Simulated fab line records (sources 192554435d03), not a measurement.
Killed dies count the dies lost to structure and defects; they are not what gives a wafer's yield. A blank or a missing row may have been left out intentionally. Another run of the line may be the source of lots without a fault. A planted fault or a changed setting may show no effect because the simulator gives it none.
fab line records	flow n5_finfet
record lots=24	wafers=72	last_day=20
route steps=1938 shown SD_EPI_N@272 SD_EPI_P@304
lots with no fault: from the same line, run without faults
start_h: hours from the record's first day to the start of the lot's first wafer shown	wait_h: how many hours have passed since the lot's step before this one	" as in the row above	L1.1+2: a single row standing in for several wafers	- value missing, or start not given	* or withheld: withheld	< > ~ a bound
route shown NAME@n: a module of which the file shows steps, and the number in the route of the first	usual: mean/standard deviation of fault-free wafers	same: alike in all rows	chamber/n: place in a boat	sites: each site's reading	_std_site: standard deviation of those values	_edge_site: the outer-site mean with the inner-site mean subtracted	radius_mm: how far each site lies from the wafer's centre	mask NAME#n: copy n	behind: tool/chamber where the wafer was last shaped	hold: reason for holding the lot/hours on hold/outcome of the hold	device: the n, p or np transistor that did not switch	end of line: the tests these same wafers got at the end of their route	a step with no rows: only its recipe	killed: dies that structure and defects cost at the first sort, which is not the same as the wafer's yield	map: dies across one wafer; x = killed, . = not, _ = none there
set.NAME: the setting as run; set.NAME@STEP: as run at that earlier step	model.NAME: the simulator's own value behind a step, which no gauge read
a sample of lots followed through the steps of the route, with each step as a table and each wafer as a row
services: a tool's chamber out of use, with start hour (start_h, from the record's first day; less than 0 if before it), hours out, and reason
## steps
# step N5_SD_EPI_N_INSPECT_11
# recipe mode=adi	inspect_instrument=macro
# usual raw_defect_count=2.1/1.4
lot.wafer	tool	chamber	start_h	wait_h	raw_defect_count
L074.2	defect_inspect-01	-	50.07	0.0	1
L074.3	"	-	"	"	1
L074.5	"	-	"	"	3
L075.3	defect_inspect-02	-	62.14	0.0	4
L075.5	"	-	"	"	2
L075.6	"	-	"	"	3
L076.1	defect_inspect-02	-	66.07	0.0	2
L076.4	"	-	"	"	2
L076.5	"	-	"	"	4
L077.1	defect_inspect-02	-	71.49	0.0	2
L077.4	"	-	"	"	0
L077.5	"	-	"	"	2
L078.1	defect_inspect-01	-	73.08	0.0	1
L078.3	"	-	"	"	1
L078.6	"	-	"	"	3
L079.1	defect_inspect-01	-	80.30	0.0	2
L079.4	"	-	"	"	2
L079.6	"	-	"	"	3
L080.1	defect_inspect-02	-	86.21	0.0	3
L080.3	"	-	"	"	2
L080.6	"	-	"	"	3
L081.2	defect_inspect-02	-	91.96	0.0	2
L081.3	"	-	"	"	0
L081.4	"	-	"	"	2
L082.2	defect_inspect-01	-	97.15	0.0	0
L082.4	"	-	"	"	3
L082.5	"	-	"	"	2
L083.2	defect_inspect-01	-	106.91	0.0	3
L083.5	"	-	"	"	2
L083.6	"	-	"	"	1
L084.1	defect_inspect-01	-	110.04	0.0	1
L084.4	"	-	"	"	4
L084.6	"	-	"	"	5
L085.1	defect_inspect-02	-	114.99	0.0	1
L085.2	"	-	"	"	3
L085.4	"	-	"	"	2
L086.2	defect_inspect-02	-	123.75	0.0	6
L086.4	"	-	"	"	3
L086.6	"	-	"	"	2
L087.1	defect_inspect-01	-	126.66	0.0	1
L087.2	"	-	"	"	0
L087.4	"	-	"	"	1
L088.1	defect_inspect-01	-	131.85	0.0	3
L088.2	"	-	"	"	2
L088.6	"	-	"	"	4
L089.1	defect_inspect-01	-	138.65	0.0	1
L089.2	"	-	"	"	1
L089.6	"	-	"	"	0
L090.1	defect_inspect-02	-	143.58	0.0	4
L090.3	"	-	"	"	1
L090.5	"	-	"	"	1
L091.1	defect_inspect-02	-	151.55	0.0	1
L091.4	"	-	"	"	1
L091.5	"	-	"	"	3
L092.1	defect_inspect-02	-	156.41	0.0	2
L092.3	"	-	"	"	3
L092.5	"	-	"	"	1
L093.3	defect_inspect-02	-	162.81	0.1	1
L093.4	"	-	"	"	1
L093.6	"	-	"	"	4
L094.4	defect_inspect-02	-	168.96	0.0	1
L094.5	"	-	"	"	0
L094.6	"	-	"	"	1
L095.2	defect_inspect-02	-	173.06	0.0	1
L095.4	"	-	"	"	1
L095.5	"	-	"	"	3
L096.2	defect_inspect-02	-	185.31	0.0	4
L096.3	"	-	"	"	1
L096.4	"	-	"	"	0
L097.1	defect_inspect-02	-	190.38	0.0	1
L097.4	"	-	"	"	5
L097.6	"	-	"	"	0
# step N5_SD_EPI_N_ETCH_35
# recipe chemistry=N2/H2	target=SOC	overetch_a=1080	mask_material=SiARC	temp_c=40	ion_energy_ev=100	source_w=3000	bias_w=133	pressure_mtorr=20	time_s=486	n2_flow_sccm=200	h2_flow_sccm=200
# usual drypump_motor_current_A=5.6/0.43	h2_flow_sccm=200.1/0.59	oes_product_au=0.69/0.053	rf_fwd_power_W=2994/9.5	rf_vpp_V=240.6/1.4	showerhead_plenum_p_Torr=2.53/0.095	throttle_valve_pct=23.8/0.32
# same time_s=486
lot.wafer	tool	chamber	start_h	wait_h	drypump_motor_current_A	h2_flow_sccm	oes_product_au	rf_fwd_power_W	rf_hours_counter_h	rf_vpp_V	showerhead_plenum_p_Torr	throttle_valve_pct
L074.2	rie_diel-01	1	50.20	0.0	5.8	199.6	0.76	2985	64	242.3	2.71	23.7
L074.3	"	3	"	"	5.1	199.8	0.73	3002	91	239.4	2.43	23.5
L074.5	"	1	"	"	5.9	200.6	0.76	2971	-	243.6	2.71	23.7
L075.3	rie_diel-05	1	62.26	0.0	6.1	199.7	0.73	2984	97	240.5	2.53	24.0
L075.5	"	0	"	"	5.1	200.0	0.69	3001	-	238.4	2.44	23.8
L075.6	"	3	"	"	5.4	200.1	0.63	2987	-	236.5	2.38	23.4
L076.1	rie_diel-05	1	66.26	0.0	6.1	202.1	0.72	3004	97	240.0	2.53	24.0
L076.4	"	3	"	"	5.4	199.5	0.64	2980	195	240.4	2.38	23.4
L076.5	"	2	"	"	5.3	200.4	0.65	2992	-	242.8	2.59	23.3
L077.1	rie_diel-01	3	71.87	0.0	5.0	200.7	0.72	2991	100	240.5	2.43	23.5
L077.4	"	2	"	"	5.2	200.2	0.66	2988	170	238.8	2.56	24.5
L077.5	"	1	"	"	5.8	199.8	0.75	2993	-	243.1	2.71	23.7
L078.1	rie_diel-04	3	73.21	0.0	5.5	200.2	0.72	2998	113	239.1	2.44	23.5
L078.3	"	0	"	"	5.8	200.2	0.71	3007	97	239.5	2.57	23.5
L078.6	"	3	"	"	5.5	199.9	0.72	2997	-	238.9	2.44	23.5
L079.1	rie_diel-01	3	80.42	0.0	5.1	199.9	0.72	2987	102	239.6	2.43	23.5
L079.4	"	0	"	"	6.2	200.0	0.63	2982	200	242.5	2.60	23.8
L079.6	"	0	"	"	6.2	200.7	0.63	2979	-	242.1	2.60	23.8
L080.1	rie_diel-04	0	86.42	0.0	5.8	199.9	0.73	3002	102	240.6	2.57	23.5
L080.3	"	2	"	"	5.6	200.5	0.86	2979	2	241.4	2.59	23.7
L080.6	"	2	"	"	5.6	200.3	0.86	2978	-	242.0	2.59	23.7
L081.2	rie_diel-01	1	92.36	0.0	5.8	200.0	0.75	3005	80	241.8	2.70	23.7
L081.3	"	2	"	"	5.1	199.4	0.65	2984	177	240.9	2.55	24.5
L081.4	"	0	"	"	6.2	200.9	0.64	2997	205	242.1	2.60	23.8
L082.2	rie_diel-05	3	97.27	0.0	5.4	200.0	0.64	3007	204	240.7	2.38	23.4
L082.4	"	1	"	"	6.2	200.2	0.72	2998	106	240.4	2.53	24.0
L082.5	"	0	"	"	5.2	200.8	0.68	2985	-	239.1	2.43	23.9
L083.2	rie_diel-04	2	107.04	0.0	5.6	201.1	0.84	2996	9	239.8	2.59	23.7
L083.5	"	0	"	"	5.8	199.6	0.71	3000	-	239.7	2.57	23.5
L083.6	"	1	"	"	6.1	200.3	0.67	2984	-	239.3	2.44	23.9
L084.1	rie_diel-01	0	110.17	0.0	6.2	201.1	0.62	2980	212	241.7	2.60	23.8
L084.4	"	2	"	"	5.1	200.2	0.65	3001	184	240.8	2.55	24.5
L084.6	"	3	"	"	5.0	200.1	0.71	3005	-	238.6	2.42	23.5
L085.1	rie_diel-04	3	115.12	0.0	5.5	200.9	0.71	3003	127	239.7	2.43	23.5
L085.2	"	2	"	"	5.6	199.5	0.83	2996	11	240.7	2.59	23.8
L085.4	"	1	"	"	6.1	200.4	0.67	3001	158	238.9	2.44	23.9
L086.2	rie_diel-05	0	123.88	0.0	5.1	200.0	0.68	3000	167	238.8	2.43	23.9
L086.4	"	1	"	"	6.2	199.8	0.71	2987	114	241.7	2.53	24.0
L086.6	"	1	"	"	6.2	200.6	0.71	2992	-	241.1	2.53	24.0
L087.1	rie_diel-04	2	126.78	0.0	5.6	200.7	0.82	3010	15	242.3	2.59	23.8
L087.2	"	0	"	"	5.8	199.2	0.70	3001	115	242.0	2.57	23.5
L087.4	"	1	"	"	6.1	199.7	0.67	2981	162	238.6	2.43	23.9
L088.1	rie_diel-01	2	132.17	0.0	5.1	199.7	0.64	2984	192	241.6	2.55	24.5
L088.2	"	0	"	"	6.3	201.0	0.62	3004	219	239.9	2.59	23.8
L088.6	"	0	"	"	6.2	200.0	0.63	3009	-	242.6	2.59	23.8
L089.1	rie_diel-01	2	138.78	0.0	5.1	199.9	0.64	2991	193	239.8	2.55	24.5
L089.2	"	0	"	"	6.2	200.4	0.62	3010	220	241.9	2.59	23.8
L089.6	"	0	"	"	6.2	199.8	0.62	3001	-	241.2	2.59	23.8
L090.1	rie_diel-05	0	143.71	0.0	5.1	199.5	0.68	2980	173	238.6	2.43	23.9
L090.3	"	3	"	"	5.5	200.0	0.62	2989	218	238.0	2.37	23.4
L090.5	"	1	"	"	6.2	200.7	0.70	2980	-	241.7	2.52	24.0
L091.1	rie_diel-01	0	152.18	0.0	6.2	200.1	0.62	2999	224	241.5	2.59	23.8
L091.4	"	3	"	"	5.1	200.2	0.71	2992	126	239.4	2.42	23.6
L091.5	"	2	"	"	5.2	199.5	0.64	2998	-	240.6	2.55	24.5
L092.1	rie_diel-01	1	156.53	0.0	5.8	199.8	0.73	2995	101	242.7	2.69	23.7
L092.3	"	3	"	"	5.1	198.2	0.70	2994	127	240.2	2.42	23.6
L092.5	"	0	"	"	6.2	200.0	0.61	2989	-	243.4	2.59	23.8
L093.3	rie_diel-01	2	162.93	0.0	5.2	199.2	0.64	2996	200	240.7	2.54	24.5
L093.4	"	1	"	"	5.9	201.4	0.72	2993	103	242.1	2.69	23.7
L093.6	"	1	"	"	5.8	200.9	0.72	2997	-	242.4	2.69	23.7
L094.4	rie_diel-04	1	169.08	0.0	6.1	199.8	0.66	2994	172	239.5	2.43	23.9
L094.5	"	1	"	"	6.1	199.6	0.66	2988	-	238.6	2.43	23.9
L094.6	"	2	"	"	5.6	199.0	0.79	2984	-	242.1	2.58	23.8
L095.2	rie_diel-05	1	173.18	0.0	6.2	199.8	0.69	2998	134	240.8	2.52	24.0
L095.4	"	2	"	"	5.3	200.5	0.63	2987	218	242.1	2.57	23.3
L095.5	"	1	"	"	6.1	199.3	0.70	2985	-	241.3	2.52	24.0
L096.2	rie_diel-05	1	185.44	0.0	6.2	200.3	0.69	2982	138	241.6	2.52	24.0
L096.3	"	0	"	"	5.1	200.4	0.66	3003	190	238.9	2.42	23.9
L096.4	"	2	"	"	5.3	199.9	0.63	2996	222	241.0	2.57	23.3
L097.1	rie_diel-04	3	190.50	0.0	5.5	200.3	0.69	2981	148	240.6	2.42	23.6
L097.4	"	1	"	"	6.2	199.9	0.66	3000	178	238.6	2.43	23.9
L097.6	"	1	"	"	6.1	199.6	0.66	3012	-	239.4	2.43	23.9
# step N5_SD_EPI_N_ETCH_45
# recipe chemistry=CH3F/O2	target=SiOCN	target_depth_a=60	mask_material=SOC	ion_energy_ev=60	bias_w=29	pressure_mtorr=15	source_w=410	Ar_flow_sccm=150	CH3F_flow_sccm=30	O2_flow_sccm=20
# usual drypump_motor_current_A=5.6/0.43	oes_product_au=0.77/0.066	rf_fwd_power_W=407.8/1.2	rf_vpp_V=127.4/0.98	showerhead_plenum_p_Torr=2.00/0.075	throttle_valve_pct=23.39/0.25
lot.wafer	tool	chamber	start_h	wait_h	drypump_motor_current_A	oes_product_au	rf_fwd_power_W	rf_hours_counter_h	rf_vpp_V	showerhead_plenum_p_Torr	throttle_valve_pct
L074.2	rie_diel-01	1	50.62	0.1	5.8	0.86	405.8	64	128.6	2.13	23.09
L074.3	"	3	"	"	5.0	0.81	409.3	91	127.2	1.92	23.28
L074.5	"	1	"	"	5.9	0.86	406.4	-	126.9	2.13	23.08
L075.3	rie_diel-05	1	62.69	0.1	6.2	0.81	407.0	97	125.4	2.00	23.65
L075.5	"	0	"	"	5.2	0.77	410.1	-	127.0	1.91	23.17
L075.6	"	3	"	"	5.5	0.70	408.6	-	127.1	1.92	23.45
L076.1	rie_diel-05	1	66.68	0.1	6.2	0.81	407.5	98	127.9	2.00	23.65
L076.4	"	3	"	"	5.5	0.70	407.3	195	128.9	1.92	23.46
L076.5	"	2	"	"	5.3	0.73	407.2	-	127.3	2.09	23.48
L077.1	rie_diel-01	3	72.29	0.1	5.0	0.81	407.8	100	127.1	1.92	23.30
L077.4	"	2	"	"	5.1	0.74	410.6	170	127.2	2.00	23.52
L077.5	"	1	"	"	5.8	0.84	406.7	-	128.0	2.13	23.09
L078.1	rie_diel-04	3	73.63	0.1	5.5	0.81	407.8	113	126.7	1.92	23.16
L078.3	"	0	"	"	5.8	0.82	407.2	97	128.5	2.01	22.73
L078.6	"	3	"	"	5.5	0.82	408.7	-	126.6	1.92	23.16
L079.1	rie_diel-01	3	80.85	0.1	5.0	0.80	409.0	102	127.1	1.92	23.32
L079.4	"	0	"	"	6.2	0.72	410.0	200	127.0	2.07	23.58
L079.6	"	0	"	"	6.3	0.71	408.9	-	128.8	2.07	23.56
L080.1	rie_diel-04	0	86.85	0.1	5.8	0.81	409.7	102	127.5	2.01	22.75
L080.3	"	2	"	"	5.6	1.00	406.4	2	128.1	2.06	23.59
L080.6	"	2	"	"	5.7	0.98	408.0	-	127.4	2.06	23.59
L081.2	rie_diel-01	1	92.78	0.1	5.8	0.84	407.8	80	128.3	2.12	23.11
L081.3	"	2	"	"	5.1	0.73	408.7	177	127.8	1.99	23.52
L081.4	"	0	"	"	6.2	0.71	408.0	205	128.0	2.07	23.58
L082.2	rie_diel-05	3	97.70	0.1	5.4	0.69	408.1	204	126.1	1.91	23.44
L082.4	"	1	"	"	6.2	0.81	406.2	106	127.3	2.00	23.66
L082.5	"	0	"	"	5.1	0.78	406.2	-	126.5	1.91	23.17
L083.2	rie_diel-04	2	107.46	0.1	5.6	0.96	409.7	9	128.6	2.06	23.61
L083.5	"	0	"	"	5.8	0.79	406.5	-	128.3	2.00	22.76
L083.6	"	1	"	"	6.2	0.74	408.6	-	126.7	1.92	23.56
L084.1	rie_diel-01	0	110.59	0.1	6.2	0.71	409.3	213	128.1	2.07	23.60
L084.4	"	2	"	"	5.1	0.72	407.3	185	127.7	1.99	23.55
L084.6	"	3	"	"	5.1	0.79	404.8	-	127.2	1.92	23.34
L085.1	rie_diel-04	3	115.54	0.1	5.5	0.80	407.7	127	126.3	1.92	23.20
L085.2	"	2	"	"	5.6	0.95	407.2	11	129.6	2.06	23.60
L085.4	"	1	"	"	6.1	0.73	409.3	158	126.6	1.92	23.56
L086.2	rie_diel-05	0	124.30	0.1	5.1	0.75	407.9	167	126.4	1.90	23.18
L086.4	"	1	"	"	6.2	0.80	407.9	114	126.8	2.00	23.67
L086.6	"	1	"	"	6.2	0.79	406.3	-	126.1	2.00	23.67
L087.1	rie_diel-04	2	127.21	0.1	5.6	0.94	406.4	15	128.1	2.06	23.61
L087.2	"	0	"	"	5.8	0.79	408.7	115	127.9	2.00	22.76
L087.4	"	1	"	"	6.2	0.74	407.4	162	127.1	1.92	23.55
L088.1	rie_diel-01	2	132.60	0.1	5.1	0.72	407.0	192	126.7	1.99	23.56
L088.2	"	0	"	"	6.3	0.70	407.0	219	127.9	2.07	23.60
L088.6	"	0	"	"	6.3	0.69	408.6	-	128.2	2.07	23.60
L089.1	rie_diel-01	2	139.20	0.1	5.1	0.72	406.8	193	127.2	1.99	23.55
L089.2	"	0	"	"	6.3	0.70	409.3	221	128.1	2.07	23.58
L089.6	"	0	"	"	6.2	0.70	408.3	-	127.3	2.07	23.61
L090.1	rie_diel-05	0	144.13	0.1	5.1	0.76	406.5	174	126.3	1.90	23.19
L090.3	"	3	"	"	5.5	0.69	407.6	218	126.4	1.91	23.47
L090.5	"	1	"	"	6.1	0.80	406.5	-	126.4	1.99	23.70
L091.1	rie_diel-01	0	152.60	0.1	6.2	0.69	408.1	224	127.7	2.06	23.61
L091.4	"	3	"	"	5.0	0.78	407.9	126	127.9	1.91	23.34
L091.5	"	2	"	"	5.1	0.72	409.6	-	128.2	1.99	23.56
L092.1	rie_diel-01	1	156.96	0.1	5.8	0.82	408.5	101	129.3	2.12	23.13
L092.3	"	3	"	"	5.0	0.79	407.7	128	126.2	1.91	23.36
L092.5	"	0	"	"	6.2	0.70	409.1	-	127.3	2.06	23.60
L093.3	rie_diel-01	2	163.36	0.1	5.2	0.72	406.7	200	127.2	1.99	23.56
L093.4	"	1	"	"	5.8	0.81	410.0	104	127.6	2.11	23.15
L093.6	"	1	"	"	5.8	0.80	409.9	-	128.0	2.11	23.15
L094.4	rie_diel-04	1	169.51	0.1	6.1	0.74	407.6	172	126.6	1.92	23.58
L094.5	"	1	"	"	6.1	0.73	407.2	-	126.1	1.92	23.55
L094.6	"	2	"	"	5.6	0.92	406.4	-	128.4	2.06	23.63
L095.2	rie_diel-05	1	173.61	0.1	6.2	0.80	406.6	134	127.0	1.99	23.69
L095.4	"	2	"	"	5.3	0.70	407.5	218	129.1	2.07	23.53
L095.5	"	1	"	"	6.2	0.79	408.7	-	128.2	1.99	23.68
L096.2	rie_diel-05	1	185.86	0.1	6.2	0.79	406.6	138	128.6	1.99	23.70
L096.3	"	0	"	"	5.1	0.74	408.2	190	125.3	1.90	23.20
L096.4	"	2	"	"	5.3	0.70	407.8	222	127.9	2.07	23.54
L097.1	rie_diel-04	3	190.93	0.1	5.5	0.77	407.7	148	126.8	1.91	23.23
L097.4	"	1	"	"	6.2	0.73	408.5	179	126.3	1.91	23.58
L097.6	"	1	"	"	6.1	0.73	407.4	-	126.4	1.92	23.58
# step N5_SD_EPI_N_INSPECT_26
# recipe inspect_instrument=darkfield	mode=post_epi
# usual raw_defect_count=221/38
lot.wafer	tool	chamber	start_h	wait_h	raw_defect_count
L074.2	defect_inspect-01	-	54.05	0.1	221
L074.3	"	-	"	"	192
L074.5	"	-	"	"	225
L075.3	defect_inspect-01	-	66.11	0.1	206
L075.5	"	-	"	"	265
L075.6	"	-	"	"	208
L076.1	defect_inspect-02	-	70.25	0.1	180
L076.4	"	-	"	"	188
L076.5	"	-	"	"	248
L077.1	defect_inspect-02	-	76.30	0.1	336
L077.4	"	-	"	"	273
L077.5	"	-	"	"	218
L078.1	defect_inspect-01	-	77.06	0.1	277
L078.3	"	-	"	"	240
L078.6	"	-	"	"	289
L079.1	defect_inspect-02	-	84.45	0.1	178
L079.4	"	-	"	"	230
L079.6	"	-	"	"	152
L080.1	defect_inspect-02	-	90.83	0.2	236
L080.3	"	-	"	"	216
L080.6	"	-	"	"	181
L081.2	defect_inspect-01	-	96.25	0.1	215
L081.3	"	-	"	"	232
L081.4	"	-	"	"	260
L082.2	defect_inspect-01	-	101.15	0.1	213
L082.4	"	-	"	"	263
L082.5	"	-	"	"	230
L083.2	defect_inspect-01	-	110.91	0.1	232
L083.5	"	-	"	"	211
L083.6	"	-	"	"	180
L084.1	defect_inspect-02	-	114.04	0.1	158
L084.4	"	-	"	"	129
L084.6	"	-	"	"	168
L085.1	defect_inspect-01	-	119.00	0.1	174
L085.2	"	-	"	"	219
L085.4	"	-	"	"	159
L086.2	defect_inspect-02	-	128.02	0.1	187
L086.4	"	-	"	"	207
L086.6	"	-	"	"	210
L087.1	defect_inspect-01	-	130.86	0.1	219
L087.2	"	-	"	"	213
L087.4	"	-	"	"	205
L088.1	defect_inspect-01	-	136.19	0.1	182
L088.2	"	-	"	"	184
L088.6	"	-	"	"	221
L089.1	defect_inspect-02	-	143.78	0.1	205
L089.2	"	-	"	"	270
L089.6	"	-	"	"	227
L090.1	defect_inspect-02	-	149.37	0.1	240
L090.3	"	-	"	"	187
L090.5	"	-	"	"	228
L091.1	defect_inspect-02	-	157.10	0.1	272
L091.4	"	-	"	"	230
L091.5	"	-	"	"	148
L092.1	defect_inspect-02	-	161.07	0.1	151
L092.3	"	-	"	"	289
L092.5	"	-	"	"	223
L093.3	defect_inspect-02	-	166.81	0.1	286
L093.4	"	-	"	"	294
L093.6	"	-	"	"	208
L094.4	defect_inspect-02	-	172.95	0.1	182
L094.5	"	-	"	"	245
L094.6	"	-	"	"	210
L095.2	defect_inspect-02	-	177.12	0.2	265
L095.4	"	-	"	"	213
L095.5	"	-	"	"	239
L096.2	defect_inspect-02	-	189.46	0.1	195
L096.3	"	-	"	"	181
L096.4	"	-	"	"	194
L097.1	defect_inspect-02	-	195.09	0.1	279
L097.4	"	-	"	"	243
L097.6	"	-	"	"	228
# step N5_SD_EPI_P_OVL_MEAS_10
# recipe points_per_wafer=44
# usual SD_P_BLK_OVL=-0.4/0.96
lot.wafer	tool	chamber	start_h	wait_h	SD_P_BLK_OVL[nm]
L074.2	overlay-01	0	54.49	0.0	-2.3
L074.3	"	0	"	"	-1.6
L074.5	"	0	"	"	-1.9
L075.3	overlay-01	0	66.42	0.0	-0.7
L075.5	"	0	"	"	0.7
L075.6	"	0	"	"	-0.1
L076.1	overlay-01	0	70.68	0.0	-1.3
L076.4	"	0	"	"	-0.6
L076.5	"	0	"	"	-0.9
L077.1	overlay-02	0	76.61	0.0	0.1
L077.4	"	0	"	"	0.8
L077.5	"	0	"	"	1.2
L078.1	overlay-01	0	77.49	0.0	0.8
L078.3	"	0	"	"	0.9
L078.6	"	0	"	"	0.5
L079.1	overlay-02	0	84.88	0.0	0.9
L079.4	"	0	"	"	0.2
L079.6	"	0	"	"	-0.3
L080.1	overlay-01	0	91.26	0.0	-1.7
L080.3	"	0	"	"	-0.4
L080.6	"	0	"	"	-0.4
L081.2	overlay-01	0	96.68	0.0	-0.9
L081.3	"	0	"	"	-0.7
L081.4	"	0	"	"	-0.5
L082.2	overlay-01	0	101.58	0.0	-0.5
L082.4	"	0	"	"	0.5
L082.5	"	0	"	"	1.2
L083.2	overlay-01	0	111.35	0.0	-1.6
L083.5	"	0	"	"	-0.6
L083.6	"	0	"	"	-0.6
L084.1	overlay-01	0	114.47	0.0	-0.2
L084.4	"	0	"	"	-0.2
L084.6	"	0	"	"	0.8
L085.1	overlay-01	0	119.44	0.0	-0.5
L085.2	"	0	"	"	0.1
L085.4	"	0	"	"	-0.2
L086.2	overlay-01	0	128.45	0.0	-0.6
L086.4	"	0	"	"	-0.4
L086.6	"	0	"	"	-1.1
L087.1	overlay-02	0	131.16	0.0	-1.9
L087.2	"	0	"	"	-0.6
L087.4	"	0	"	"	-0.9
L088.1	overlay-01	0	136.61	0.0	-1.0
L088.2	"	0	"	"	-1.0
L088.6	"	0	"	"	-0.6
L089.1	overlay-02	0	144.21	0.0	-1.1
L089.2	"	0	"	"	-1.2
L089.6	"	0	"	"	-0.4
L090.1	overlay-02	0	149.80	0.0	-0.2
L090.3	"	0	"	"	0.4
L090.5	"	0	"	"	0.9
L091.1	overlay-01	0	157.53	0.0	-0.6
L091.4	"	0	"	"	-0.8
L091.5	"	0	"	"	0.3
L092.1	overlay-02	0	161.50	0.0	-2.1
L092.3	"	0	"	"	-2.6
L092.5	"	0	"	"	-1.7
L093.3	overlay-02	0	167.24	0.0	0.7
L093.4	"	0	"	"	-0.2
L093.6	"	0	"	"	-0.2
L094.4	overlay-02	0	173.26	0.0	0.1
L094.5	"	0	"	"	0.6
L094.6	"	0	"	"	-0.1
L095.2	overlay-02	0	177.55	0.0	0.8
L095.4	"	0	"	"	0.7
L095.5	"	0	"	"	-0.3
L096.2	overlay-01	0	189.76	0.0	-1.4
L096.3	"	0	"	"	-1.4
L096.4	"	0	"	"	-0.8
L097.1	overlay-01	0	195.42	0.0	-0.6
L097.4	"	0	"	"	-0.7
L097.6	"	0	"	"	-0.9
# step N5_SD_EPI_P_STRIP_40
# recipe chemistry=N2/H2	power_w=1000	temp_c=250	h2_frac=0.65	overash_fraction=0.3	pressure_mtorr=withheld	n2_flow_sccm=1750	h2_flow_sccm=3250
# usual drypump_motor_current_A=6.08/0.17	h2_flow_sccm=3250/11	heater_power_w=319/22	oes_product_au=0.762/0.011
lot.wafer	tool	chamber	start_h	wait_h	drypump_motor_current_A	h2_flow_sccm	heater_power_w	oes_product_au	rf_hours_counter_h
L074.2	plasma_asher-01	0	55.37	0.0	6.09	3254	298	0.764	31
L074.3	"	0	"	"	6.11	3245	294	0.758	-
L074.5	"	0	"	"	6.10	3257	288	0.744	-
L075.3	plasma_asher-02	0	67.33	0.0	6.17	3276	304	0.755	-
L075.5	"	1	"	"	5.75	3241	351	0.770	-
L075.6	"	0	"	"	6.13	3244	312	0.752	-
L076.1	plasma_asher-01	1	71.57	0.0	6.30	3218	325	0.757	35
L076.4	"	1	"	"	6.23	3234	321	0.770	-
L076.5	"	0	"	"	6.09	3243	289	0.764	-
L077.1	plasma_asher-01	0	77.78	0.0	6.09	3253	296	0.781	37
L077.4	"	1	"	"	6.29	3239	329	0.765	-
L077.5	"	0	"	"	6.07	3251	293	0.760	-
L078.1	plasma_asher-01	1	78.38	0.0	6.24	3255	330	0.772	37
L078.3	"	0	"	"	6.08	3258	301	0.770	-
L078.6	"	1	"	"	6.21	3257	331	0.764	-
L079.1	plasma_asher-02	0	85.77	0.0	6.16	3255	310	0.775	88
L079.4	"	1	"	"	5.76	3255	364	0.738	-
L079.6	"	0	"	"	6.18	3259	314	0.776	-
L080.1	plasma_asher-01	1	92.15	0.0	6.22	3239	325	0.766	39
L080.3	"	1	"	"	6.27	3248	328	0.779	-
L080.6	"	1	"	"	6.25	3250	327	0.769	-
L081.2	plasma_asher-01	1	97.65	0.0	6.23	3248	324	0.761	40
L081.3	"	0	"	"	6.09	3249	295	0.751	-
L081.4	"	1	"	"	6.24	3258	335	0.740	-
L082.2	plasma_asher-01	0	102.47	0.0	6.08	3238	290	0.770	42
L082.4	"	1	"	"	6.28	3253	323	0.762	-
L082.5	"	0	"	"	6.09	3248	288	0.759	-
L083.2	plasma_asher-01	0	112.64	0.0	6.09	3267	291	0.755	43
L083.5	"	1	"	"	6.19	3245	326	0.775	-
L083.6	"	0	"	"	6.08	3247	292	0.764	-
L084.1	plasma_asher-02	1	115.39	0.1	5.79	3259	350	0.769	95
L084.4	"	0	"	"	6.17	3244	309	0.749	-
L084.6	"	0	"	"	6.17	3233	313	0.763	-
L085.1	plasma_asher-02	1	121.12	0.0	5.78	3259	346	0.760	96
L085.2	"	0	"	"	6.19	3249	310	0.772	96
L085.4	"	1	"	"	5.78	3264	353	0.770	-
L086.2	plasma_asher-02	1	129.33	0.0	5.77	3240	347	0.771	97
L086.4	"	1	"	"	5.77	3247	356	0.732	-
L086.6	"	1	"	"	5.75	3255	347	0.787	-
L087.1	plasma_asher-01	1	132.08	0.0	6.17	3243	325	0.777	47
L087.2	"	0	"	"	6.09	3248	292	0.753	47
L087.4	"	0	"	"	6.10	3264	289	0.752	-
L088.1	plasma_asher-01	1	137.50	0.0	6.18	3264	323	0.768	48
L088.2	"	0	"	"	6.09	3241	303	0.730	48
L088.6	"	0	"	"	6.10	3248	289	0.774	-
L089.1	plasma_asher-01	1	145.10	0.0	6.27	3265	331	0.754	50
L089.2	"	0	"	"	6.09	3253	288	0.763	50
L089.6	"	1	"	"	6.23	3242	321	0.746	-
L090.1	plasma_asher-02	0	150.69	0.0	6.15	3240	315	0.775	101
L090.3	"	0	"	"	6.15	3245	316	0.764	-
L090.5	"	1	"	"	5.77	3245	352	0.768	-
L091.1	plasma_asher-01	1	158.42	0.0	6.27	3258	329	0.751	53
L091.4	"	0	"	"	6.06	3242	280	0.762	-
L091.5	"	1	"	"	6.25	3253	328	0.768	-
L092.1	plasma_asher-01	1	162.39	0.0	6.26	3243	326	0.768	54
L092.3	"	0	"	"	6.15	3240	292	0.763	-
L092.5	"	0	"	"	6.09	3231	293	0.772	-
L093.3	plasma_asher-02	1	168.18	0.0	5.79	3264	349	0.768	-
L093.4	"	0	"	"	6.16	3245	318	0.755	-
L093.6	"	1	"	"	5.76	3268	342	0.761	-
L094.4	plasma_asher-02	1	174.17	0.0	5.75	3287	339	0.762	-
L094.5	"	1	"	"	5.73	3263	353	0.738	-
L094.6	"	0	"	"	6.15	3256	308	0.723	-
L095.2	plasma_asher-02	1	178.44	0.0	5.76	3241	354	0.749	105
L095.4	"	1	"	"	5.76	3243	352	0.761	-
L095.5	"	1	"	"	5.78	3251	352	0.752	-
L096.2	plasma_asher-01	0	190.65	0.0	6.09	3269	291	0.775	60
L096.3	"	0	"	"	6.09	3261	289	0.762	-
L096.4	"	1	"	"	6.26	3274	327	0.768	-
L097.1	plasma_asher-02	1	196.30	0.0	5.77	3239	354	0.762	108
L097.4	"	1	"	"	5.75	3266	353	0.769	-
L097.6	"	0	"	"	6.19	3245	317	0.751	-
## services
tool	chamber	start_h	hours	kind
plasma_asher-02	-	32.71	0.6	repair
rie_diel-04	2	60.97	-	clean
rie_diel-04	2	60.97	-	consumable_replace:focus_ring
rie_diel-04	2	60.97	17.9	scheduled_down
rie_diel-04	2	60.97	17.9	vent_cycle
plasma_asher-02	-	102.12	0.7	repair
plasma_asher-01	-	149.75	0.5	repair
plasma_asher-02	-	158.29	5.8	repair
rie_diel-01	2	171.91	16.9	repair
## key
fault none
